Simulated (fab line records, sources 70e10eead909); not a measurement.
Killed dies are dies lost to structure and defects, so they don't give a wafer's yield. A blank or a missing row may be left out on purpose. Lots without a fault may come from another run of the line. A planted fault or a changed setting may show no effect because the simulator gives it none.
Chamber matching | flow nand_harc | NHARC_A_BONDPAD_CMP_19 on cmp-04: 4 sister chambers
The step polishes, t overpolish 30 s, cu recess touch 16 s, target thk 169.82 nm. 33 wafers are shown with their chamber, then 12 later ones without.

WAFERS WITH THEIR CHAMBER
wafer  | chamber | motor_current_A (A) | overpolish_run_s (s)
L076.3 | 0       | 11.7                | 29.993
L076.4 | 2       | 13.4                | 30.017
L076.6 | 0       | 11.1                | 29.993
L076.1 | 3       | 11.1                | 30.012
L076.2 | 1       | 11.1                | 30.006
L076.5 | 1       | 11.2                | 30.009
L075.1 | 0       | 10.8                | 30.004
L075.5 | 0       | 11.1                | 29.999
L075.6 | 3       | 11.3                | 29.990
L077.2 | 0       | 10.9                | 30.002
L077.3 | 1       | 11.7                | 30.002
L077.5 | 2       | 12.4                | 30.005
L077.1 | 2       | 13.3                | 30.005
L077.4 | 3       | 11.5                | 29.989
L077.6 | 1       | 12.4                | 29.995
L079.1 | 0       | 10.6                | 29.988
L079.3 | 2       | 13.5                | 30.007
L079.5 | 0       | 11.0                | 30.014
L081.1 | 2       | 12.9                | 30.008
L081.3 | 0       | 10.2                | 30.007
L081.5 | 3       | 10.7                | 29.993
L082.2 | 1       | 11.4                | 29.997
L082.4 | 2       | 12.4                | 30.008
L082.5 | 0       | 10.8                | 29.998
L084.1 | 3       | 10.8                | 30.008
L084.3 | 0       | 11.2                | 30.001
L084.4 | 2       | 13.1                | 29.998
L084.2 | 1       | 11.0                | 29.997
L084.5 | 1       | 12.0                | 30.006
L084.6 | 0       | 12.0                | 29.993
L085.3 | 1       | 10.9                | 29.993
L085.5 | 3       | 10.5                | 29.982
L085.6 | 0       | 11.2                | 29.987

SIGNATURES (means of the wafers above)
reading          | chamber 0 | chamber 1 | chamber 2 | chamber 3 | scatter within a chamber
motor_current_A  | 11.050    | 11.463    | 13.000    | 10.983    | 0.469
overpolish_run_s | 29.99825  | 30.00062  | 30.00686  | 29.99567  | 0.00792
Rule: a wafer's distance from a chamber is the root of the sum, over the readings, of the square of ((its reading less the chamber's mean) divided by the reading's scatter). The wafer belongs to the nearest chamber; if the next one is less than 2 further off, it can't be placed. The scatter: the root of (the sum of the squares of (reading less its chamber's mean) over the shown wafers, divided by (wafers less chambers)).

WAFERS WITHOUT THEIR CHAMBER
wafer  | motor_current_A (A) | overpolish_run_s (s)
L087.2 | 12.7                | 30.012
L087.3 | 11.1                | 30.013
L087.4 | 11.6                | 29.999
L087.1 | 11.0                | 30.018
L087.5 | 12.0                | 30.018
L087.6 | 11.1                | 29.995
L096.1 | 11.8                | 30.008
L096.2 | 13.3                | 30.006
L096.3 | 10.8                | 29.993
L096.4 | 10.8                | 30.018
L096.5 | 12.4                | 29.994
L096.6 | 12.0                | 29.999

WHICH CHAMBER EACH WENT THROUGH
wafer  | from the rows above               | in truth
L087.2 | 2                                 | 2
L087.3 | can't be placed: 1 or 0 or 3      | 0
L087.4 | can't be placed: 1 or 0 or 3      | 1
L087.1 | can't be placed: 1 or 0 or 3      | 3
L087.5 | can't be placed: 1 or 2 or 0 or 3 | 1
L087.6 | can't be placed: 3 or 0 or 1      | 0
L096.1 | can't be placed: 1 or 0 or 3 or 2 | 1
L096.2 | 2                                 | 2
L096.3 | can't be placed: 3 or 0 or 1      | 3
L096.4 | can't be placed: 0 or 1 or 3      | 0
L096.5 | can't be placed: 2 or 1 or 0 or 3 | 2
L096.6 | can't be placed: 1 or 0 or 3 or 2 | 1
Placed correctly: 2 of 12. Can't be placed from these rows: 10 (the true chamber is among the candidates in 10). Placed wrongly: 0.
